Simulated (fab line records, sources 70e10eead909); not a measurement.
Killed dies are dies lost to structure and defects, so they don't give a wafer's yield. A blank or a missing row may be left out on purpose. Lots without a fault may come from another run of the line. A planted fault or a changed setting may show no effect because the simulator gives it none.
Chamber matching | flow nand_harc | NHARC_A_STAIRCASE_DESCUM_270 on rie_diel-09: 4 sister chambers
The step chemistry O2, time 3 s. 27 wafers are shown with their chamber, then 12 later ones without.

WAFERS WITH THEIR CHAMBER
wafer  | chamber | showerhead_plenum_p_Torr (Torr) | drypump_motor_current_A (A) | throttle_valve_pct (%)
L074.3 | 0       | 1.90                            | 5.2                         | 11.293
L074.5 | 1       | 1.98                            | 6.2                         | 11.310
L074.6 | 2       | 1.99                            | 5.7                         | 11.326
L078.2 | 2       | 1.99                            | 5.6                         | 11.307
L078.4 | 3       | 1.81                            | 5.8                         | 11.304
L078.5 | 0       | 1.89                            | 5.2                         | 11.302
L079.2 | 1       | 1.97                            | 6.1                         | 11.317
L079.3 | 0       | 1.89                            | 5.2                         | 11.304
L079.5 | 2       | 1.99                            | 5.7                         | 11.310
L080.4 | 1       | 1.97                            | 6.2                         | 11.315
L080.5 | 0       | 1.89                            | 5.2                         | 11.307
L080.6 | 1       | 1.97                            | 6.2                         | 11.315
L081.1 | 3       | 1.81                            | 5.9                         | 11.316
L081.2 | 1       | 1.97                            | 6.2                         | 11.312
L081.3 | 0       | 1.89                            | 5.2                         | 11.299
L082.4 | 2       | 1.98                            | 5.7                         | 11.315
L082.5 | 1       | 1.97                            | 6.1                         | 11.313
L082.6 | 0       | 1.89                            | 5.2                         | 11.321
L085.1 | 2       | 1.98                            | 5.7                         | 11.311
L085.4 | 0       | 1.88                            | 5.2                         | 11.301
L085.6 | 3       | 1.81                            | 5.9                         | 11.292
L088.1 | 2       | 1.98                            | 5.7                         | 11.301
L088.2 | 0       | 1.88                            | 5.2                         | 11.312
L088.4 | 1       | 1.96                            | 6.2                         | 11.312
L089.2 | 0       | 1.88                            | 5.2                         | 11.310
L089.3 | 2       | 1.98                            | 5.7                         | 11.316
L089.6 | 0       | 1.88                            | 5.2                         | 11.318

SIGNATURES (means of the wafers above)
reading                  | chamber 0 | chamber 1 | chamber 2 | chamber 3 | scatter within a chamber
showerhead_plenum_p_Torr | 1.8870    | 1.9700    | 1.9843    | 1.8100    | 0.00583
drypump_motor_current_A  | 5.200     | 6.171     | 5.686     | 5.867     | 0.0358
throttle_valve_pct       | 11.30670  | 11.31343  | 11.31229  | 11.30400  | 0.00773
Rule: a wafer's distance from a chamber is the root of the sum, over the readings, of the square of ((its reading less the chamber's mean) divided by the reading's scatter). The wafer belongs to the nearest chamber; if the next one is less than 2 further off, it can't be placed. The scatter: the root of (the sum of the squares of (reading less its chamber's mean) over the shown wafers, divided by (wafers less chambers)).

WAFERS WITHOUT THEIR CHAMBER
wafer  | showerhead_plenum_p_Torr (Torr) | drypump_motor_current_A (A) | throttle_valve_pct (%)
L090.3 | 1.98                            | 5.7                         | 11.303
L090.5 | 1.96                            | 6.1                         | 11.309
L090.6 | 1.88                            | 5.2                         | 11.304
L093.1 | 1.80                            | 5.8                         | 11.306
L093.4 | 1.88                            | 5.2                         | 11.315
L093.5 | 1.88                            | 5.2                         | 11.308
L095.2 | 1.80                            | 5.9                         | 11.315
L095.4 | 1.96                            | 6.1                         | 11.304
L095.5 | 1.96                            | 6.1                         | 11.305
L096.1 | 1.80                            | 5.9                         | 11.300
L096.4 | 1.96                            | 6.2                         | 11.306
L096.5 | 1.97                            | 5.6                         | 11.316

WHICH CHAMBER EACH WENT THROUGH
wafer  | from the rows above | in truth
L090.3 | 2                   | 2
L090.5 | 1                   | 1
L090.6 | 0                   | 0
L093.1 | 3                   | 3
L093.4 | 0                   | 0
L093.5 | 0                   | 0
L095.2 | 3                   | 3
L095.4 | 1                   | 1
L095.5 | 1                   | 1
L096.1 | 3                   | 3
L096.4 | 1                   | 1
L096.5 | 2                   | 2
Placed correctly: 12 of 12. Can't be placed from these rows: 0. Placed wrongly: 0.
